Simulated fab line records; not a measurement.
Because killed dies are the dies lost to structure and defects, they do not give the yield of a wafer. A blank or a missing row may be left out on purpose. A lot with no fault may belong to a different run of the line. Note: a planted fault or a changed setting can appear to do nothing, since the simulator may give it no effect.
fab line records + flow nand-harc
record
- lots=12
- wafers=36
- last-day=33
route steps=1302 shown P_CONTACT@237 P_M0@260
lots that met no fault: taken from a fault-free run of the same line
start-h: hours from the record's first day to the start of the lot's first wafer shown + wait-h: hours since the lot's step before + " unchanged from the row above + L1.1+2: one row covering several wafers at once + - either no value or no given start + * or withheld: withheld + < > ~ a bound
route shown NAME@n: a module of which the file shows steps, and the number in the route of the first + usual: average and standard deviation across the fault-free wafers + same: alike in all rows + chamber/n: place in a boat + sites: each site's reading + _std_site: the values' standard deviation + _edge_site: inner sites' mean taken away from outer sites' mean + radius-mm: for every site, how far away it sits from the centre of the wafer + mask NAME#n: copy n + behind: the last tool/chamber to shape the wafer + hold: why the lot went on hold/how many hours it stayed there/how the hold came to an end + device: which transistor (n, p or np) failed to switch + end of line: at the end of the route, the tests of the same wafers + where a step has no rows: the recipe by itself + killed: not the wafer's yield, but the dies lost to structure and defects at the first sort + map: the dies of a wafer, with x for killed, . for not killed, _ for no die there
set.NAME: the setting the step ran with; set.NAME@STEP: the setting that earlier step ran with + model.NAME: the simulator's own value behind a step, which no gauge read
route steps across a sampled set of lots; one table per step, one row per wafer
services: a tool's chamber out of use, with start hour (start-h, from the record's first day; less than 0 if before it), hours out, and reason
## steps
# step NHARC_P_CONTACT_ETCH_36
# recipe
- target-depth-a=2600
- over-etch-frac=0.25
- time-s=406.25
- ion-energy-ev=200
- n2-flow-sccm=150
- h2-flow-sccm=150
- ar-flow-sccm=0
- rf-w=400
- bias-w=150
- chemistry=N2/H2
# usual
- drypump-motor-current-A=5.8/0.42
- mfc-ar-sccm=0.010/0.0084
- oes-product-au=0.998/0.01
- rf-vpp-V=430.0/2.4
- showerhead-plenum-p-Torr=2.02/0.079
- throttle-valve-pct=14.172/0.0087
# same
- time-s=406.25
| lot.wafer | tool        | chamber | start-h | wait-h | drypump-motor-current-A | mfc-ar-sccm | oes-product-au | rf-hours-counter-h | rf-vpp-V | showerhead-plenum-p-Torr | throttle-valve-pct |
|-----------|-------------|---------|---------|--------|-------------------------|-------------|----------------|--------------------|----------|--------------------------|--------------------|
| L258.1    | rie-diel-09 | 0       | -       | -      | 5.9                     | 0           | 0.997          | 3.6                | 432.1    | 2.08                     | 14.156             |
| L258.5    | "           | 0       | "       | "      | 5.9                     | 0           | 1.015          | -                  | 429.5    | 2.08                     | 14.158             |
| L258.6    | "           | 1       | "       | "      | 6.0                     | 0.011       | 1.002          | -                  | 430.3    | 2.03                     | 14.175             |
| L259.2    | rie-diel-02 | 0       | -       | -      | 5.3                     | 0.020       | 0.998          | 3.3                | 428.1    | 1.90                     | 14.178             |
| L259.4    | "           | 2       | "       | "      | 5.4                     | 0           | 0.975          | -                  | 427.1    | 1.93                     | 14.184             |
| L259.5    | "           | 0       | "       | "      | 5.4                     | 0.020       | 0.996          | -                  | 427.3    | 1.90                     | 14.159             |
| L261.3    | rie-diel-02 | 3       | -       | -      | 4.8                     | 0.013       | 0.995          | 4.5                | 427.7    | 1.99                     | 14.167             |
| L261.4    | "           | 1       | "       | "      | 5.8                     | 0.011       | 1.002          | 4.5                | 431.3    | 2.08                     | 14.193             |
| L261.5    | "           | 2       | "       | "      | 5.4                     | 0           | 0.988          | -                  | 426.6    | 1.93                     | 14.174             |
| L265.3    | rie-diel-03 | 0       | -       | -      | 5.5                     | 0.009       | 0.985          | 2.1                | 429.0    | 1.96                     | 14.173             |
| L265.5    | "           | 0       | "       | "      | 5.5                     | 0.009       | 0.990          | -                  | 428.1    | 1.96                     | 14.172             |
| L265.6    | "           | 1       | "       | "      | 5.6                     | 0.024       | 0.986          | -                  | 427.7    | 1.93                     | 14.160             |
| L266.4    | rie-diel-03 | 0       | -       | -      | 5.6                     | 0.009       | 1.006          | 2.8                | 429.5    | 1.96                     | 14.161             |
| L266.2    | "           | 3       | "       | "      | 6.0                     | 0.010       | 1.012          | 2.6                | 432.7    | 2.15                     | 14.189             |
| L266.5    | "           | 0       | "       | "      | 5.5                     | 0.009       | 1.006          | -                  | 427.8    | 1.96                     | 14.184             |
| L267.2    | rie-diel-09 | 3       | -       | -      | 6.0                     | 0.021       | 0.985          | 1.3                | 430.2    | 2.01                     | 14.169             |
| L267.3    | "           | 1       | "       | "      | 6.0                     | 0.011       | 0.995          | 1.1                | 429.6    | 2.03                     | 14.161             |
| L267.6    | "           | 3       | "       | "      | 6.1                     | 0.021       | 0.982          | -                  | 430.7    | 2.01                     | 14.168             |
| L272.1    | rie-diel-02 | 0       | -       | -      | 5.3                     | 0.020       | 0.994          | 1.6                | 427.3    | 1.90                     | 14.166             |
| L272.3    | "           | 2       | "       | "      | 5.4                     | 0           | 0.982          | 1.4                | 427.9    | 1.93                     | 14.177             |
| L272.6    | "           | 0       | "       | "      | 5.3                     | 0.020       | 0.993          | -                  | 427.0    | 1.90                     | 14.172             |
| L276.2    | rie-diel-09 | 3       | -       | -      | 6.0                     | 0.021       | 0.988          | 3.7                | 429.7    | 2.01                     | 14.180             |
| L276.1    | "           | 0       | "       | "      | 5.9                     | 0           | 0.994          | 3.7                | 430.3    | 2.08                     | 14.167             |
| L276.5    | "           | 3       | "       | "      | 6.0                     | 0.021       | 0.986          | -                  | 428.3    | 2.01                     | 14.162             |
| L277.1    | rie-diel-03 | 2       | -       | -      | 6.1                     | 0           | 0.990          | 0.4                | 433.9    | 2.12                     | 14.182             |
| L277.6    | "           | 1       | "       | "      | 5.7                     | 0.024       | 1.018          | -                  | 428.6    | 1.93                     | 14.171             |
| L277.5    | "           | 2       | "       | "      | 6.1                     | 0           | 1.000          | -                  | 433.3    | 2.12                     | 14.179             |
| L279.2    | rie-diel-02 | 0       | -       | -      | 5.3                     | 0.020       | 0.992          | 5.7                | 426.1    | 1.90                     | 14.176             |
| L279.4    | "           | 2       | "       | "      | 5.4                     | 0           | 0.981          | 6.3                | 427.4    | 1.93                     | 14.167             |
| L279.5    | "           | 0       | "       | "      | 5.3                     | 0.020       | 0.997          | -                  | 426.0    | 1.90                     | 14.182             |
| L280.3    | rie-diel-03 | 3       | -       | -      | 6.0                     | 0.010       | 0.999          | 1.0                | 434.2    | 2.15                     | 14.167             |
| L280.2    | "           | 0       | "       | "      | 5.6                     | 0.009       | 0.992          | 1.1                | 427.4    | 1.96                     | 14.182             |
| L280.4    | "           | 2       | "       | "      | 6.1                     | 0           | 0.989          | 1.3                | 432.6    | 2.12                     | 14.169             |
| L281.3    | rie-diel-03 | 2       | -       | -      | 6.1                     | 0           | 0.986          | 1.7                | 432.4    | 2.12                     | 14.176             |
| L281.2    | "           | 0       | "       | "      | 5.6                     | 0.009       | 0.990          | 1.6                | 427.1    | 1.96                     | 14.178             |
| L281.6    | "           | 2       | "       | "      | 6.1                     | 0           | 0.999          | -                  | 431.8    | 2.12                     | 14.185             |
# step NHARC_P_CONTACT_CD_MEAS_19
# usual
- cd-nm=89.7/1.5
| lot.wafer | tool      | chamber | start-h | wait-h | cd-nm |
|-----------|-----------|---------|---------|--------|-------|
| L258.1    | cd-sem-03 | -       | 118.05  | -      | 91.0  |
| L258.5    | "         | -       | "       | "      | 90.8  |
| L258.6    | "         | -       | "       | "      | 89.2  |
| L259.2    | cd-sem-02 | -       | 133.38  | -      | 89.1  |
| L259.4    | "         | -       | "       | "      | 86.5  |
| L259.5    | "         | -       | "       | "      | 89.4  |
| L261.3    | cd-sem-03 | -       | 148.71  | -      | 90.1  |
| L261.4    | "         | -       | "       | "      | 88.8  |
| L261.5    | "         | -       | "       | "      | 86.0  |
| L265.3    | cd-sem-03 | -       | 194.16  | -      | 90.8  |
| L265.5    | "         | -       | "       | "      | 91.1  |
| L265.6    | "         | -       | "       | "      | 91.4  |
| L266.2    | cd-sem-01 | -       | 206.92  | -      | 91.7  |
| L266.4    | "         | -       | "       | "      | 91.1  |
| L266.5    | "         | -       | "       | "      | 88.8  |
| L267.2    | cd-sem-02 | -       | 214.30  | -      | 91.9  |
| L267.3    | "         | -       | "       | "      | 90.9  |
| L267.6    | "         | -       | "       | "      | 90.9  |
| L272.1    | cd-sem-03 | -       | 264.36  | -      | 90.2  |
| L272.3    | "         | -       | "       | "      | 87.1  |
| L272.6    | "         | -       | "       | "      | 92.1  |
| L276.1    | cd-sem-01 | -       | 300.92  | -      | 88.7  |
| L276.2    | "         | -       | "       | "      | 89.6  |
| L276.5    | "         | -       | "       | "      | 90.2  |
| L277.1    | cd-sem-03 | -       | 301.49  | -      | 87.2  |
| L277.5    | "         | -       | "       | "      | 87.1  |
| L277.6    | "         | -       | "       | "      | 91.0  |
| L279.2    | cd-sem-02 | -       | 325.88  | -      | 90.3  |
| L279.4    | "         | -       | "       | "      | 88.0  |
| L279.5    | "         | -       | "       | "      | 91.9  |
| L280.2    | cd-sem-03 | -       | 334.75  | -      | 88.9  |
| L280.3    | "         | -       | "       | "      | 89.2  |
| L280.4    | "         | -       | "       | "      | 87.8  |
| L281.2    | cd-sem-01 | -       | 349.29  | -      | 89.1  |
| L281.3    | "         | -       | "       | "      | 87.3  |
| L281.6    | "         | -       | "       | "      | 87.9  |
# step NHARC_P_CONTACT_ALD_22
# recipe
- target-thk-a=30
- pulse-time-s=1
- ald-cycles=150
- temp-c=450
- material=TiN
# usual
- heater-power-w=1125/120
- precursor-pulse-height-rel=1.000/0.021
| lot.wafer | tool         | chamber | start-h | wait-h | heater-power-w | precursor-pulse-height-rel |
|-----------|--------------|---------|---------|--------|----------------|----------------------------|
| L258.1    | ald-metal-03 | 1       | 119.06  | -      | 1106           | 0.997                      |
| L258.5    | "            | 2       | "       | "      | 1047           | 1.008                      |
| L258.6    | "            | 3       | "       | "      | 1193           | 0.992                      |
| L259.4    | ald-metal-02 | 2       | 134.32  | -      | 1126           | 0.976                      |
| L259.2    | "            | 1       | "       | "      | 896            | 1.029                      |
| L259.5    | "            | 3       | "       | "      | 970            | 1.013                      |
| L261.3    | ald-metal-03 | 3       | 149.69  | -      | 1204           | 0.995                      |
| L261.4    | "            | 2       | "       | "      | 1029           | 1.018                      |
| L261.5    | "            | 0       | "       | "      | 1255           | 1.033                      |
| L265.3    | ald-metal-02 | 0       | 195.16  | -      | 1130           | 1.004                      |
| L265.6    | "            | 1       | "       | "      | 904            | 1.022                      |
| L265.5    | "            | 2       | "       | "      | 1109           | 1.003                      |
| L266.2    | ald-metal-03 | 2       | 207.89  | -      | 1070           | 0.982                      |
| L266.5    | "            | 0       | "       | "      | 1227           | 1.029                      |
| L266.4    | "            | 2       | "       | "      | 1041           | 0.982                      |
| L267.2    | ald-metal-02 | 0       | 215.25  | -      | 1121           | 0.982                      |
| L267.3    | "            | 1       | "       | "      | 915            | 0.996                      |
| L267.6    | "            | 1       | "       | "      | 892            | 0.966                      |
| L272.3    | ald-metal-03 | 3       | 265.39  | -      | 1133           | 1.019                      |
| L272.1    | "            | 0       | "       | "      | 1279           | 1.001                      |
| L272.6    | "            | 2       | "       | "      | 1051           | 0.987                      |
| L276.1    | ald-metal-03 | 2       | 301.91  | -      | 1084           | 1.011                      |
| L276.2    | "            | 3       | "       | "      | 1101           | 0.981                      |
| L276.5    | "            | 1       | "       | "      | 1172           | 1.011                      |
| L277.1    | ald-metal-02 | 1       | 302.48  | -      | 873            | 0.985                      |
| L277.5    | "            | 0       | "       | "      | 1138           | 0.969                      |
| L277.6    | "            | 2       | "       | "      | 1110           | 1.021                      |
| L279.4    | ald-metal-04 | 2       | 326.85  | -      | 967            | 1.021                      |
| L279.2    | "            | 3       | "       | "      | 1205           | 0.994                      |
| L279.5    | "            | 1       | "       | "      | 1106           | 1.031                      |
| L280.2    | ald-metal-04 | 3       | 335.70  | -      | 1195           | 1.003                      |
| L280.3    | "            | 0       | "       | "      | 1226           | 1.005                      |
| L280.4    | "            | 1       | "       | "      | 1087           | 0.962                      |
| L281.3    | ald-metal-04 | 3       | 350.24  | -      | 1177           | 0.981                      |
| L281.2    | "            | 2       | "       | "      | 946            | 0.989                      |
| L281.6    | "            | 0       | "       | "      | 1232           | 0.986                      |
# step NHARC_P_M0_EXPOSE_06
# recipe
- na=1.35
- target-cd-nm=90
- dose-mj=81.28
- mask-id=P_M0
# usual
- exposure-dose-mJ-cm2=81.19/0.08
- stage-vel-mm-s=499.95/0.24
# same
- na=1.35
| lot.wafer | tool            | chamber | start-h | wait-h | mask   | exposure-dose-mJ-cm2 | stage-vel-mm-s |
|-----------|-----------------|---------|---------|--------|--------|----------------------|----------------|
| L258.1    | arfi-scanner-02 | 0       | 121.02  | -      | P_M0#0 | 81.22                | 500.02         |
| L258.5    | "               | 0       | "       | "      | P_M0#0 | 81.20                | 499.89         |
| L258.6    | "               | 0       | "       | "      | P_M0#0 | 81.15                | 499.78         |
| L259.2    | arfi-scanner-02 | 0       | 136.22  | -      | P_M0#0 | 81.26                | 499.39         |
| L259.4    | "               | 0       | "       | "      | P_M0#0 | 81.17                | 500.00         |
| L259.5    | "               | 0       | "       | "      | P_M0#0 | 81.25                | 499.86         |
| L261.3    | arfi-scanner-01 | 0       | 151.60  | -      | P_M0#0 | 81.22                | 500.31         |
| L261.4    | "               | 0       | "       | "      | P_M0#0 | 81.14                | 499.93         |
| L261.5    | "               | 0       | "       | "      | P_M0#0 | 81.13                | 500.18         |
| L265.3    | arfi-scanner-02 | 0       | 197.00  | -      | P_M0#0 | 81.12                | 499.83         |
| L265.5    | "               | 0       | "       | "      | P_M0#0 | 81.11                | 499.72         |
| L265.6    | "               | 0       | "       | "      | P_M0#0 | 81.10                | 499.96         |
| L266.2    | arfi-scanner-03 | 0       | 209.92  | -      | P_M0#0 | 81.18                | 500.09         |
| L266.4    | "               | 0       | "       | "      | P_M0#0 | 81.17                | 500.30         |
| L266.5    | "               | 0       | "       | "      | P_M0#0 | 81.18                | 500.08         |
| L267.2    | arfi-scanner-02 | 0       | 217.28  | -      | P_M0#0 | 83.91                | 499.69         |
| L267.3    | "               | 0       | "       | "      | P_M0#0 | 83.93                | 500.14         |
| L267.6    | "               | 0       | "       | "      | P_M0#0 | 83.90                | 500.24         |
| L272.1    | arfi-scanner-02 | 0       | 267.39  | -      | P_M0#0 | 83.41                | 499.44         |
| L272.3    | "               | 0       | "       | "      | P_M0#0 | 83.38                | 499.65         |
| L272.6    | "               | 0       | "       | "      | P_M0#0 | 83.29                | 499.54         |
| L276.1    | arfi-scanner-01 | 0       | 303.89  | -      | P_M0#0 | 81.36                | 499.36         |
| L276.2    | "               | 0       | "       | "      | P_M0#0 | 81.24                | 500.03         |
| L276.5    | "               | 0       | "       | "      | P_M0#0 | 81.16                | 499.64         |
| L277.1    | arfi-scanner-01 | 0       | 304.43  | -      | P_M0#0 | 81.08                | 499.51         |
| L277.5    | "               | 0       | "       | "      | P_M0#0 | 81.18                | 500.22         |
| L277.6    | "               | 0       | "       | "      | P_M0#0 | 81.22                | 499.81         |
| L279.2    | arfi-scanner-01 | 0       | 328.86  | -      | P_M0#0 | 81.10                | 499.67         |
| L279.4    | "               | 0       | "       | "      | P_M0#0 | 81.19                | 499.96         |
| L279.5    | "               | 0       | "       | "      | P_M0#0 | 81.27                | 499.60         |
| L280.2    | arfi-scanner-01 | 0       | 337.60  | -      | P_M0#0 | 81.33                | 499.76         |
| L280.3    | "               | 0       | "       | "      | P_M0#0 | 81.18                | 499.95         |
| L280.4    | "               | 0       | "       | "      | P_M0#0 | 81.29                | 499.98         |
| L281.2    | arfi-scanner-01 | 0       | 352.13  | -      | P_M0#0 | 81.45                | 499.87         |
| L281.3    | "               | 0       | "       | "      | P_M0#0 | 81.27                | 499.97         |
| L281.6    | "               | 0       | "       | "      | P_M0#0 | 81.21                | 500.08         |
# step NHARC_P_M0_CD_MEAS_09
# recipe
- target-cd-nm=90
- landing-energy-ev=500
# usual
- cd-nm=89.9/0.57
| lot.wafer | tool      | chamber | start-h | wait-h | cd-nm |
|-----------|-----------|---------|---------|--------|-------|
| L258.1    | cd-sem-02 | 0       | 121.16  | -      | 90.1  |
| L258.5    | "         | 0       | "       | "      | 89.7  |
| L258.6    | "         | 0       | "       | "      | 90.7  |
| L259.2    | cd-sem-03 | 0       | 136.36  | -      | 90.6  |
| L259.4    | "         | 0       | "       | "      | 90.7  |
| L259.5    | "         | 0       | "       | "      | 89.7  |
| L261.3    | cd-sem-03 | 0       | 151.74  | -      | 89.3  |
| L261.4    | "         | 0       | "       | "      | 89.2  |
| L261.5    | "         | 0       | "       | "      | 89.3  |
| L265.3    | cd-sem-03 | 0       | 197.14  | -      | 89.1  |
| L265.5    | "         | 0       | "       | "      | 90.1  |
| L265.6    | "         | 0       | "       | "      | 88.5  |
| L266.2    | cd-sem-02 | 0       | 210.06  | -      | 89.2  |
| L266.4    | "         | 0       | "       | "      | 90.4  |
| L266.5    | "         | 0       | "       | "      | 89.5  |
| L267.2    | cd-sem-01 | 0       | 217.42  | -      | 91.6  |
| L267.3    | "         | 0       | "       | "      | 91.7  |
| L267.6    | "         | 0       | "       | "      | 91.2  |
| L272.1    | cd-sem-02 | 0       | 267.53  | -      | 91.3  |
| L272.3    | "         | 0       | "       | "      | 91.6  |
| L272.6    | "         | 0       | "       | "      | 92.2  |
| L276.1    | cd-sem-02 | 0       | 304.03  | -      | 90.5  |
| L276.2    | "         | 0       | "       | "      | 89.4  |
| L276.5    | "         | 0       | "       | "      | 90.6  |
| L277.1    | cd-sem-01 | 0       | 304.57  | -      | 89.2  |
| L277.5    | "         | 0       | "       | "      | 90.0  |
| L277.6    | "         | 0       | "       | "      | 89.2  |
| L279.2    | cd-sem-03 | 0       | 329.00  | -      | 90.1  |
| L279.4    | "         | 0       | "       | "      | 89.9  |
| L279.5    | "         | 0       | "       | "      | 90.0  |
| L280.2    | cd-sem-01 | 0       | 337.73  | -      | 89.0  |
| L280.3    | "         | 0       | "       | "      | 88.8  |
| L280.4    | "         | 0       | "       | "      | 89.4  |
| L281.2    | cd-sem-02 | 0       | 352.27  | -      | 90.2  |
| L281.3    | "         | 0       | "       | "      | 90.3  |
| L281.6    | "         | 0       | "       | "      | 90.2  |
## services
| tool            | chamber | start-h | hours | kind   |
|-----------------|---------|---------|-------|--------|
| arfi-scanner-01 | -       | 102.76  | 20.4  | repair |
| rie-diel-03     | -       | 104.36  | 9.0   | pm     |
| rie-diel-02     | 3       | 129.40  | 6.4   | repair |
| arfi-scanner-02 | -       | 141.86  | 4.0   | pm     |
| rie-diel-03     | 1       | 145.67  | 15.5  | repair |
| arfi-scanner-02 | -       | 160.76  | 0.2   | repair |
| rie-diel-03     | 2       | 177.95  | 23.1  | repair |
| rie-diel-03     | 0       | 178.80  | 3.5   | repair |
| rie-diel-03     | 3       | 181.04  | 7.9   | repair |
| arfi-scanner-01 | -       | 205.10  | 0.5   | repair |
| ald-metal-03    | 1       | 206.41  | 6.5   | repair |
| ald-metal-03    | -       | 212.00  | 10.0  | pm     |
| rie-diel-03     | 0       | 220.92  | 15.9  | repair |
| arfi-scanner-02 | -       | 227.30  | 0.3   | repair |
| arfi-scanner-01 | -       | 241.36  | 3.4   | repair |
| arfi-scanner-02 | -       | 241.81  | 0.4   | repair |
| ald-metal-03    | 1       | 249.30  | 3.2   | repair |
| arfi-scanner-01 | -       | 252.00  | 4.0   | pm     |
| arfi-scanner-02 | -       | 254.99  | 0.6   | repair |
| rie-diel-03     | 0       | 261.36  | 11.1  | repair |
| arfi-scanner-01 | -       | 279.41  | 3.3   | repair |
| ald-metal-03    | -       | 280.90  | 1.0   | repair |
| rie-diel-03     | -       | 281.36  | 9.0   | pm     |
| arfi-scanner-02 | -       | 313.86  | 4.0   | pm     |
## key
first-sign
- step=NHARC_P_M0_EXPOSE_06
- reading=exposure-dose-mJ-cm2
- direction=up
- sigmas=30
- usual=81.19
- struck=83.64
effect
- step=NHARC_P_M0_CD_MEAS_09
- reading=cd-nm
- direction=up
- sigmas=3
- usual=89.9
- struck=91.6
- through=control-loop
met-at NHARC_P_M0_EXPOSE_06
struck-lots L267,L272
loop-trim
- step=NHARC_P_M0_EXPOSE_06
- setting=dose
- lots=L272
not-acting-at NHARC_P_CONTACT_ETCH_36,NHARC_P_CONTACT_CD_MEAS_19,NHARC_P_CONTACT_ALD_22
onset-between 197.00 217.28
fault
- kind=process-parameter-drift
- tool=arfi-scanner-02
- chamber=-
- onset-h=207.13
- steps=NHARC_P_M0_EXPOSE_06
- channel=dose-mj
- offset=2.6604
- shape=step
- acts-in=these-recipes-only
- stated=81.28
# loop-trim: a control loop set the setting to another value than it would have without faults
